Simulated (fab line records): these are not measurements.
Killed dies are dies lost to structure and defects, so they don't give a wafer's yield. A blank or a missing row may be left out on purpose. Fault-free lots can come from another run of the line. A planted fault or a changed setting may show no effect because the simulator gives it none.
fab line records    flow nand_harc
record lots=12  wafers=36  last_day=34
route steps=1302 shown A_DECK1_JOINT@518 A_ONON_D2@547 END@1302
lots with no fault: from the same line, run without faults
start_h: hours from the record's opening day to when the first of the lot's shown wafers began    wait_h: how many hours have passed since the lot's step before this one    " the same as in the row above    L1.1+2: a row that stands for several wafers    - no value present, or no start provided    * or withheld: withheld    < > ~ a bound
route shown NAME@n: a module of which the file shows steps, and the number in the route of the first    usual: mean/standard deviation of fault-free wafers    same: alike in all rows    chamber/n: place in a boat    sites: each site's reading    _std_site: the standard deviation of these    _edge_site: inner sites' mean taken away from outer sites' mean    radius_mm: for every site, how far away it sits from the centre of the wafer    mask NAME#n: copy n    behind: the most recent tool/chamber to have shaped the wafer    hold: what put the lot on hold/how long, in hours/how the hold closed    device: which transistor (n, p or np) failed to switch    end of line: tests of these same wafers at the route's end    step lacking rows: just its recipe    killed: dies lost to structure and defects at the first sort, not the wafer's yield    map: per-die view of a wafer (x killed, . not killed, _ where there is no die)
set.NAME: the setting as run; set.NAME@STEP: as run at that earlier step    model.NAME: the simulator's own value behind a step, which no gauge read
one table for each step of the route and one row for each wafer, over a sample of lots
services: the hour from which a tool's chamber was out of use, counted from the record's first day as start_h (under 0 if before that day), plus the number of hours and why
## steps
# step NHARC_A_DECK1_JOINT_ETCHBACK_07
# recipe target_depth_a=1050  time_s=26.9  hbr_flow_sccm=150  rf_w=350  icp_w=350  bias_w=60  chemistry=HBr
# usual drypump_motor_current_A=5.6/0.45  oes_product_au=0.999/0.0063  throttle_valve_pct=23.267/0.009
lot.wafer  tool       chamber  start_h  wait_h  drypump_motor_current_A  oes_product_au  rf_hours_counter_h  throttle_valve_pct
L983.2     rie_si-04  3        242.49   0.1     5.7                      1.003           0.50                23.251
L983.4     "          0        "        "       6.3                      0.997           0.53                23.280
L983.1     "          2        "        "       5.2                      0.993           0.38                23.256
L986.2     rie_si-04  0        280.47   0.1     6.3                      0.991           0.73                23.280
L986.3     "          1        "        "       5.3                      0.998           0.60                23.269
L986.4     "          3        "        "       5.7                      1.002           0.75                23.271
L987.1     rie_si-02  2        288.23   0.1     5.3                      0.999           0.04                23.283
L987.4     "          0        "        "       5.5                      0.993           0.08                23.264
L987.5     "          2        "        "       5.3                      0.998           -                   23.264
L988.4     rie_si-03  3        299.50   0.1     5.6                      0.997           0.34                23.263
L988.3     "          0        "        "       5.0                      1.000           0.28                23.269
L988.5     "          1        "        "       5.8                      1.003           -                   23.268
L989.2     rie_si-02  1        322.29   0.1     6.4                      0.995           0.34                23.269
L989.6     "          1        "        "       6.4                      0.996           -                   23.259
L989.5     "          2        "        "       5.3                      0.993           -                   23.264
L991.1     rie_si-02  1        332.93   0.1     6.4                      0.997           0.38                23.286
L991.2     "          3        "        "       6.0                      1.002           0.28                23.271
L991.6     "          1        "        "       6.4                      0.993           -                   23.246
L992.3     rie_si-03  3        332.94   0.1     5.5                      1.004           0.50                23.271
L992.1     "          0        "        "       5.0                      1.000           0.49                23.258
L992.6     "          3        "        "       5.5                      1.007           -                   23.254
L993.2     rie_si-02  1        350.66   0.1     6.4                      0.991           0.57                23.280
L993.1     "          2        "        "       5.3                      0.988           0.55                23.249
L993.5     "          2        "        "       5.3                      0.999           -                   23.272
L999.4     rie_si-04  0        416.52   0.1     6.3                      0.992           0.43                23.266
L999.2     "          1        "        "       5.3                      1.002           0.52                23.270
L999.5     "          1        "        "       5.3                      1.003           -                   23.261
L100.3     rie_si-04  3        421.60   0.1     5.7                      1.010           0.44                23.261
L100.1     "          0        "        "       6.3                      1.002           0.47                23.273
L100.6     "          0        "        "       6.3                      1.005           -                   23.260
L105.1     rie_si-02  3        476.18   0.1     6.0                      1.001           0.08                23.262
L105.4     "          1        "        "       6.4                      1.003           0.10                23.262
L105.5     "          3        "        "       6.0                      1.002           -                   23.270
L104.2     rie_si-03  0        476.18   0.1     5.0                      1.017           0.38                23.256
L104.6     "          3        "        "       5.6                      1.015           -                   23.266
L104.5     "          0        "        "       5.0                      1.010           -                   23.268
# step NHARC_A_DECK1_JOINT_THK_MEAS_17
# recipe thk_meas_gauge=ellipsometry
# usual thk_nm=45.1/1.1
lot.wafer  tool           chamber  start_h  wait_h  thk_nm
L983.1     film_metro-01  -        274.66   0.3     43.7
L983.2     "              -        "        "       43.1
L983.4     "              -        "        "       45.6
L986.2     film_metro-01  -        315.36   0.3     45.3
L986.3     "              -        "        "       46.3
L986.4     "              -        "        "       46.2
L987.1     film_metro-01  -        324.08   0.3     44.2
L987.4     "              -        "        "       43.3
L987.5     "              -        "        "       46.5
L988.3     film_metro-02  -        340.17   0.2     45.0
L988.4     "              -        "        "       46.9
L988.5     "              -        "        "       46.3
L989.2     film_metro-01  -        360.63   0.3     44.7
L989.5     "              -        "        "       44.8
L989.6     "              -        "        "       45.2
L991.1     film_metro-01  -        373.05   0.2     45.8
L991.2     "              -        "        "       44.9
L991.6     "              -        "        "       45.0
L992.1     film_metro-01  -        373.07   0.3     43.3
L992.3     "              -        "        "       43.6
L992.6     "              -        "        "       46.0
L993.1     film_metro-02  -        390.10   0.2     46.0
L993.2     "              -        "        "       44.5
L993.5     "              -        "        "       45.6
L999.2     film_metro-01  -        450.17   0.2     46.0
L999.4     "              -        "        "       45.4
L999.5     "              -        "        "       45.7
L100.1     film_metro-02  -        456.84   0.2     47.0
L100.3     "              -        "        "       45.5
L100.6     "              -        "        "       44.6
L104.2     film_metro-02  -        512.78   0.3     45.5
L104.5     "              -        "        "       44.3
L104.6     "              -        "        "       45.5
L105.1     film_metro-01  -        512.86   0.2     45.9
L105.4     "              -        "        "       44.8
L105.5     "              -        "        "       44.1
# step NHARC_A_DECK1_JOINT_INSPECT_05
# usual raw_defect_count=309/130
lot.wafer  tool               chamber  start_h  wait_h  raw_defect_count
L983.1     defect_inspect-01  -        274.69   0.0     275
L983.2     "                  -        "        "       307
L983.4     "                  -        "        "       314
L986.2     defect_inspect-02  -        315.39   0.0     345
L986.3     "                  -        "        "       289
L986.4     "                  -        "        "       266
L987.1     defect_inspect-02  -        324.12   0.0     227
L987.4     "                  -        "        "       197
L987.5     "                  -        "        "       359
L988.3     defect_inspect-01  -        340.20   0.0     150
L988.4     "                  -        "        "       475
L988.5     "                  -        "        "       226
L989.2     defect_inspect-01  -        360.67   0.0     143
L989.5     "                  -        "        "       190
L989.6     "                  -        "        "       176
L991.1     defect_inspect-02  -        373.09   0.0     251
L991.2     "                  -        "        "       265
L991.6     "                  -        "        "       155
L992.1     defect_inspect-01  -        373.10   0.0     337
L992.3     "                  -        "        "       240
L992.6     "                  -        "        "       228
L993.1     defect_inspect-02  -        390.14   0.0     278
L993.2     "                  -        "        "       310
L993.5     "                  -        "        "       215
L999.2     defect_inspect-01  -        450.21   0.0     297
L999.4     "                  -        "        "       262
L999.5     "                  -        "        "       328
L100.1     defect_inspect-01  -        456.87   0.0     717
L100.3     "                  -        "        "       504
L100.6     "                  -        "        "       734
L104.2     defect_inspect-01  -        512.82   0.0     128
L104.5     "                  -        "        "       137
L104.6     "                  -        "        "       149
L105.1     defect_inspect-02  -        512.89   0.0     266
L105.4     "                  -        "        "       172
L105.5     "                  -        "        "       339
# step NHARC_A_ONON_D2_DEP_03
# recipe target_thk_a=10000  n2_flow_sccm=2750  n2o_flow_sccm=2000  nh3_flow_sccm=500  sih4_flow_sccm=210  temp_c=400
lot.wafer   tool           chamber  start_h  wait_h
L983.1+2+4  pecvd_onon-04  0        275.32   0.1
L986.2+3+4  pecvd_onon-03  0        316.08   0.1
L987.1+4+5  pecvd_onon-03  0        324.74   0.1
L988.3+4+5  pecvd_onon-04  0        340.96   0.2
L989.2+5+6  pecvd_onon-02  0        361.36   0.1
L991.1+2+6  pecvd_onon-04  0        374.08   0.4
L992.1+3+6  pecvd_onon-03  0        374.23   0.2
L993.1+2+5  pecvd_onon-02  0        390.77   0.1
L999.2+4+5  pecvd_onon-04  0        450.90   0.1
L100.1+3+6  pecvd_onon-04  0        457.51   0.1
L104.2+5+6  pecvd_onon-03  0        513.50   0.1
L105.1+4+5  pecvd_onon-02  0        513.52   0.1
# step NHARC_A_ONON_D2_THK_MEAS_05
# recipe thk_meas_gauge=ellipsometry
# usual thk_nm=1002/11
lot.wafer  tool           chamber  start_h  wait_h  hold                      thk_nm
L983.1     film_metro-02  -        275.83   -       -                         1005
L983.2     "              -        "        "       -                         1006
L983.4     "              -        "        "       -                         1006
L986.2     film_metro-01  -        316.54   -       -                         997
L986.3     "              -        "        "       -                         994
L986.4     "              -        "        "       -                         996
L987.1     film_metro-02  -        325.25   -       -                         1016
L987.4     "              -        "        "       -                         1015
L987.5     "              -        "        "       -                         1015
L988.3     film_metro-01  -        341.35   -       -                         990
L988.4     "              -        "        "       -                         990
L988.5     "              -        "        "       -                         989
L989.2     film_metro-02  -        361.82   -       -                         992
L989.5     "              -        "        "       -                         992
L989.6     "              -        "        "       -                         990
L991.1     film_metro-01  -        374.59   -       -                         1003
L991.2     "              -        "        "       -                         1002
L991.6     "              -        "        "       -                         1004
L992.1     film_metro-01  -        374.74   -       -                         1007
L992.3     "              -        "        "       -                         1007
L992.6     "              -        "        "       -                         1007
L993.1     film_metro-01  -        391.28   -       -                         1003
L993.2     "              -        "        "       -                         1004
L993.5     "              -        "        "       -                         1003
L999.2     film_metro-01  -        451.35   -       await_dispo/0.2h/release  594
L999.4     "              -        "        "       await_dispo/0.2h/release  593
L999.5     "              -        "        "       await_dispo/0.2h/release  593
L999.2     film_metro-01  -        451.52   0.2     -                         593
L999.4     "              -        "        "       -                         594
L999.5     "              -        "        "       -                         592
L100.1     film_metro-01  -        458.02   -       await_dispo/0.2h/release  585
L100.3     "              -        "        "       await_dispo/0.2h/release  583
L100.6     "              -        "        "       await_dispo/0.2h/release  583
L100.1     film_metro-01  -        458.19   0.2     -                         583
L100.3     "              -        "        "       -                         584
L100.6     "              -        "        "       -                         585
L104.2     film_metro-02  -        513.96   -       -                         1005
L104.5     "              -        "        "       -                         1005
L104.6     "              -        "        "       -                         1003
L105.1     film_metro-01  -        514.03   -       -                         998
L105.4     "              -        "        "       -                         1000
L105.5     "              -        "        "       -                         1002
# step NHARC_END_SORT_01
# recipe temp_c=25
# usual killed_at_array=53/21  killed_at_other=1.0/1.3  killed_at_periphery=3.8/2.4  killed_dies=58/21  killed_open=3.4/1.9  killed_short=2.4/1.5
# same gross_dies=677
lot.wafer  tool       chamber  start_h  wait_h  hold                    killed_at_array  killed_at_other  killed_at_periphery  killed_dies  killed_open  killed_short
L987.1     prober-01  0        602.46   2.5     -                       34               0                3                    37           3            0
L987.4     prober-01  0        604.90   3.4     -                       54               1                4                    59           6            2
L987.5     prober-01  0        605.71   3.7     -                       58               1                2                    61           3            3
L988.3     prober-02  0        628.34   3.1     -                       54               0                4                    58           3            0
L988.4     prober-02  0        629.14   3.4     -                       76               0                2                    78           6            3
L988.5     prober-02  0        629.93   3.7     -                       57               0                3                    60           6            2
L989.2     prober-02  0        664.37   2.8     -                       16               0                5                    21           6            3
L989.5     prober-02  0        666.73   3.6     -                       27               0                5                    32           2            1
L989.6     prober-02  0        667.51   3.9     -                       23               0                4                    27           2            5
L991.1     prober-01  0        671.51   2.5     -                       51               4                3                    58           4            1
L991.2     prober-01  0        672.30   2.8     -                       49               1                5                    55           5            2
L991.6     prober-01  0        675.46   4.0     -                       51               2                3                    56           5            7
L992.1     prober-02  0        677.03   2.5     -                       47               1                2                    50           2            3
L992.3     prober-02  0        678.64   3.1     -                       56               1                0                    57           3            4
L992.6     prober-02  0        681.05   4.0     -                       74               2                3                    79           1            3
L993.1     prober-01  0        691.53   2.5     -                       24               1                4                    29           8            3
L993.2     prober-01  0        692.32   2.8     -                       24               0                4                    28           7            3
L993.5     prober-01  0        694.72   3.7     -                       21               0                5                    26           5            1
L999.2     prober-01  0        743.51   2.8     await_dispo/7.7h/scrap  671              3                3                    677          2            3
L999.4     prober-01  0        745.10   3.4     await_dispo/7.7h/scrap  673              1                3                    677          2            3
L999.5     prober-01  0        745.90   3.7     await_dispo/7.7h/scrap  671              3                3                    677          2            3
L100.1     prober-01  0        751.42   2.5     await_dispo/4.2h/scrap  668              5                4                    677          2            6
L100.3     prober-01  0        753.01   3.1     await_dispo/4.2h/scrap  677              0                0                    677          1            2
L100.6     prober-01  0        755.40   4.0     await_dispo/4.2h/scrap  676              0                1                    677          1            0
# killed by level:class
L987.1 A_CHANNEL_HOLE_D1:chamber_film_flake=13 A_CHANNEL_HOLE_D2:chamber_film_flake=12 A_STAIRCASE:chamber_film_flake=3 A_WL_FILL:chamber_film_flake=2 A_CONTACT:chamber_film_flake=2 P_M0:geometric_particle:open=1 A_ONON_D1:geometric_particle:open=1 A_CHANNEL_FILL_D1:geometric_particle:open=1
L987.4 A_CHANNEL_HOLE_D1:chamber_film_flake=35 A_CHANNEL_HOLE_D2:chamber_film_flake=7 A_ONON_D1:geometric_particle:open=2 A_SLIT:chamber_film_flake=2 P_CONTACT:geometric_particle:open=1 P_CONTACT:geometric_particle:short=1 A_CHANNEL_FILL_D1:geometric_particle:open=1 A_DECK1_JOINT:geometric_particle:short=1
L987.5 A_CHANNEL_HOLE_D1:chamber_film_flake=38 A_CHANNEL_HOLE_D2:chamber_film_flake=10 A_STAIRCASE:chamber_film_flake=2 P_STI:geometric_particle:short=1 P_GATE:geometric_particle:short=1 A_ONON_D1:geometric_particle:open=1 A_CHANNEL_FILL_D1:geometric_particle:short=1 A_CHANNEL_FILL_D1:geometric_particle:open=1
L988.3 A_SLIT:chamber_film_flake=22 A_CHANNEL_HOLE_D1:chamber_film_flake=17 A_CHANNEL_HOLE_D2:chamber_film_flake=7 A_CONTACT:chamber_film_flake=2 P_M1:geometric_particle:open=1 A_ONON_D1:geometric_particle:open=1 A_CONTACT:geometric_particle:open=1 P_ZERO_WELL:chamber_film_flake=1
L988.4 A_CHANNEL_HOLE_D1:chamber_film_flake=35 A_SLIT:chamber_film_flake=16 A_CHANNEL_HOLE_D2:chamber_film_flake=12 A_CHANNEL_FILL_D1:chamber_film_flake=2 A_CONTACT:chamber_film_flake=2 P_M1:geometric_particle:open=1 A_SOURCE_PLATE:geometric_particle:open=1 A_ONON_D1:geometric_particle:open=1
L988.5 A_SLIT:chamber_film_flake=21 A_CHANNEL_HOLE_D1:chamber_film_flake=12 A_CHANNEL_HOLE_D2:chamber_film_flake=11 A_CHANNEL_FILL_D2:geometric_particle:open=3 P_GATE:geometric_particle:open=1 P_M0:geometric_particle:short=1 A_SOURCE_PLATE:geometric_particle:short=1 A_ONON_D1:geometric_particle:open=1
L989.2 A_CHANNEL_HOLE_D2:chamber_film_flake=3 A_M1:geometric_particle:open=2 A_CHANNEL_HOLE_D1:chamber_film_flake=2 P_CONTACT:geometric_particle:open=1 P_M0:geometric_particle:open=1 A_CHANNEL_FILL_D1:geometric_particle:open=1 A_ONON_D2:geometric_particle:short=1 A_WL_FILL:geometric_particle:open=1
L989.5 A_CHANNEL_HOLE_D2:chamber_film_flake=13 P_ZERO_WELL:chamber_film_flake=4 A_CHANNEL_HOLE_D1:chamber_film_flake=4 A_SLIT:chamber_film_flake=2 A_WL_FILL:chamber_film_flake=2 A_M0:chamber_film_flake=2 A_CONTACT:geometric_particle:open=1 A_BLC:geometric_particle:short=1
L989.6 A_CHANNEL_HOLE_D2:chamber_film_flake=10 A_ONON_D1:geometric_particle:short=2 A_CHANNEL_FILL_D2:geometric_particle:short=2 P_ZERO_WELL:chamber_film_flake=2 A_CHANNEL_HOLE_D1:chamber_film_flake=2 A_WL_FILL:chamber_film_flake=2 P_BONDPAD:geometric_particle:short=1 A_DECK1_JOINT:geometric_particle:open=1
L991.1 A_SLIT:chamber_film_flake=20 A_CHANNEL_HOLE_D2:chamber_film_flake=14 A_M1:chamber_film_flake=4 A_CHANNEL_HOLE_D1:chamber_film_flake=4 A_CONTACT:chamber_film_flake=4 THIN_TSV:chamber_film_flake=4 P_M0:geometric_particle:open=2 A_M0:geometric_particle:open=2
L991.2 A_SLIT:chamber_film_flake=18 A_CHANNEL_HOLE_D2:chamber_film_flake=14 A_CONTACT:chamber_film_flake=5 A_CHANNEL_HOLE_D1:chamber_film_flake=3 A_STAIRCASE:chamber_film_flake=3 A_M1:chamber_film_flake=2 P_CONTACT:geometric_particle:open=1 P_M0:geometric_particle:open=1
L991.6 A_SLIT:chamber_film_flake=16 A_CHANNEL_HOLE_D2:chamber_film_flake=14 A_CONTACT:chamber_film_flake=4 A_M1:chamber_film_flake=3 A_WL_FILL:geometric_particle:short=2 A_WL_FILL:geometric_particle:open=2 A_CHANNEL_HOLE_D1:chamber_film_flake=2 A_STAIRCASE:chamber_film_flake=2
L992.1 A_SLIT:chamber_film_flake=18 A_CHANNEL_HOLE_D1:chamber_film_flake=16 A_WL_FILL:chamber_film_flake=2 A_M1:chamber_film_flake=2 P_CONTACT:geometric_particle:open=1 A_ONON_D1:geometric_particle:short=1 A_DECK1_JOINT:geometric_particle:short=1 A_WL_FILL:geometric_particle:short=1
L992.3 A_SLIT:chamber_film_flake=23 A_CHANNEL_HOLE_D1:chamber_film_flake=16 A_CONTACT:chamber_film_flake=6 A_ONON_D1:geometric_particle:short=1 A_CHANNEL_FILL_D1:geometric_particle:short=1 A_ONON_D2:geometric_particle:open=1 A_SGD_CUT:geometric_particle:open=1 A_WL_FILL:geometric_particle:short=1
L992.6 A_CHANNEL_HOLE_D1:chamber_film_flake=36 A_SLIT:chamber_film_flake=24 A_CONTACT:chamber_film_flake=5 A_M0:geometric_particle:short=2 A_DECK1_JOINT:chamber_film_flake=2 A_STAIRCASE:chamber_film_flake=2 A_SGD_CUT:chamber_film_flake=2 THIN_TSV:chamber_film_flake=2
L993.1 A_CHANNEL_HOLE_D1:chamber_film_flake=8 A_CONTACT:chamber_film_flake=5 P_M0:geometric_particle:open=3 A_CHANNEL_FILL_D2:geometric_particle:open=2 A_CHANNEL_FILL_D1:geometric_particle:open=1 A_CHANNEL_FILL_D1:geometric_particle:short=1 A_ONON_D2:geometric_particle:open=1 A_CHANNEL_FILL_D2:geometric_particle:short=1
L993.2 A_CONTACT:chamber_film_flake=6 A_CHANNEL_FILL_D2:geometric_particle:short=3 A_SLIT:chamber_film_flake=3 A_CHANNEL_FILL_D2:geometric_particle:open=2 P_GATE:chamber_film_flake=2 A_CHANNEL_HOLE_D1:chamber_film_flake=2 P_M0:geometric_particle:open=1 A_ONON_D2:geometric_particle:open=1
L993.5 A_CHANNEL_HOLE_D1:chamber_film_flake=6 A_CONTACT:chamber_film_flake=4 A_SLIT:chamber_film_flake=3 P_CONTACT:geometric_particle:open=2 P_GATE:chamber_film_flake=2 A_CHANNEL_FILL_D2:chamber_film_flake=2 A_STAIRCASE:chamber_film_flake=2 P_M0:geometric_particle:open=1
L999.2 A_ONON_D2:area_dep=645 A_CHANNEL_HOLE_D1:chamber_film_flake=15 P_GATE:chamber_film_flake=3 A_SLIT:chamber_film_flake=3 THIN_TSV:chamber_film_flake=3 A_STAIRCASE:chamber_film_flake=2 A_CHANNEL_HOLE_D1:geometric_particle:short=1 A_WL_FILL:geometric_particle:short=1
L999.4 A_ONON_D2:area_dep=639 A_CHANNEL_HOLE_D1:chamber_film_flake=17 A_SLIT:chamber_film_flake=7 A_CHANNEL_FILL_D2:chamber_film_flake=3 P_GATE:chamber_film_flake=2 P_CONTACT:geometric_particle:short=1 A_ONON_D1:geometric_particle:short=1 A_CHANNEL_FILL_D1:geometric_particle:short=1
L999.5 A_ONON_D2:area_dep=613 A_CHANNEL_HOLE_D1:chamber_film_flake=40 A_STAIRCASE:chamber_film_flake=3 A_SLIT:chamber_film_flake=3 A_WL_FILL:chamber_film_flake=3 THIN_TSV:chamber_film_flake=3 P_GATE:chamber_film_flake=2 A_CHANNEL_FILL_D2:chamber_film_flake=2
L100.1 A_ONON_D2:area_dep=600 A_CHANNEL_HOLE_D1:chamber_film_flake=27 A_SLIT:chamber_film_flake=20 A_STAIRCASE:chamber_film_flake=5 A_CONTACT:chamber_film_flake=5 THIN_TSV:chamber_film_flake=5 A_CHANNEL_HOLE_D2:geometric_particle:short=2 A_CHANNEL_FILL_D1:chamber_film_flake=2
L100.3 A_ONON_D2:area_dep=591 A_CHANNEL_HOLE_D1:chamber_film_flake=44 A_SLIT:chamber_film_flake=24 A_CONTACT:chamber_film_flake=8 A_STAIRCASE:chamber_film_flake=4 A_ONON_D1:geometric_particle:short=1 A_WL_FILL:geometric_particle:short=1 A_WL_FILL:geometric_particle:open=1
L100.6 A_ONON_D2:area_dep=605 A_CHANNEL_HOLE_D1:chamber_film_flake=33 A_SLIT:chamber_film_flake=23 A_CONTACT:chamber_film_flake=4 A_STAIRCASE:chamber_film_flake=3 A_CHANNEL_FILL_D1:chamber_film_flake=2 A_CHANNEL_HOLE_D2:chamber_film_flake=2 A_CONTACT:geometric_particle:open=1
## services
tool           chamber  start_h  hours  kind
rie_si-03      -        221.01   9.0    pm
pecvd_onon-03  -        227.00   13.0   pm
pecvd_onon-04  -        235.01   6.0    repair
rie_si-04      0        247.92   3.3    repair
rie_si-02      -        277.00   9.0    pm
rie_si-02      0        277.00   9.0    vent_cycle
rie_si-02      1        277.00   9.0    vent_cycle
rie_si-02      2        277.00   9.0    vent_cycle
rie_si-02      3        277.00   9.0    vent_cycle
rie_si-02      0        286.00   -      clean
rie_si-03      0        287.53   8.5    repair
pecvd_onon-04  -        311.12   13.0   pm
rie_si-04      -        331.04   0.3    repair
rie_si-04      -        342.00   9.0    pm
rie_si-03      3        349.81   7.1    repair
rie_si-04      -        362.76   0.3    repair
pecvd_onon-02  -        366.03   13.0   pm
rie_si-04      1        372.82   1.8    repair
rie_si-02      -        394.50   13.8   repair
rie_si-03      -        398.01   9.0    pm
pecvd_onon-03  -        408.00   13.0   pm
rie_si-02      -        454.00   9.0    pm
rie_si-04      0        480.74   8.6    repair
pecvd_onon-04  -        492.37   13.0   pm
## key
first_sign step=NHARC_A_ONON_D2_THK_MEAS_05  reading=visit  direction=added
effect step=NHARC_A_ONON_D2_THK_MEAS_05  reading=thk_nm  direction=down  sigmas=37  usual=1002  struck=589
effect step=NHARC_END_SORT_01  reading=killed_dies  direction=up  sigmas=30  usual=58  struck=677
more_kills_born_at NHARC_A_ONON_D2_DEP_03@pecvd_onon-04=3693
met_at NHARC_A_ONON_D2_DEP_03
struck_lots L999,L100
struck_wafers L999.2,L999.4,L999.5,L100.1,L100.3,L100.6
later_rows_left_out L999.2,L999.4,L999.5,L100.1,L100.3,L100.6
tester_left_out L999,L100
not_acting_at NHARC_A_DECK1_JOINT_ETCHBACK_07,NHARC_A_DECK1_JOINT_THK_MEAS_17,NHARC_A_DECK1_JOINT_INSPECT_05
onset_between 374.08 450.90
fault kind=process_parameter_drift  tool=pecvd_onon-04  chamber=0  onset_h=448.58  steps=NHARC_A_ONON_D2_DEP_03  channel=target_thk_a  offset=*  shape=step  end_h=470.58  acts_in=*  stated=*
# tester_left_out: of these lots the tester's yield and bins aren't shown, on N5 and GAA mostly nor the transistor test; their killed dies are dies lost to structure and defects alone, not to doping, threshold or leakage, so they don't give the yield
# later_rows_left_out: the simulator's readings of these wafers behind a module that went badly wrong aren't trusted and aren't shown, but for the sort
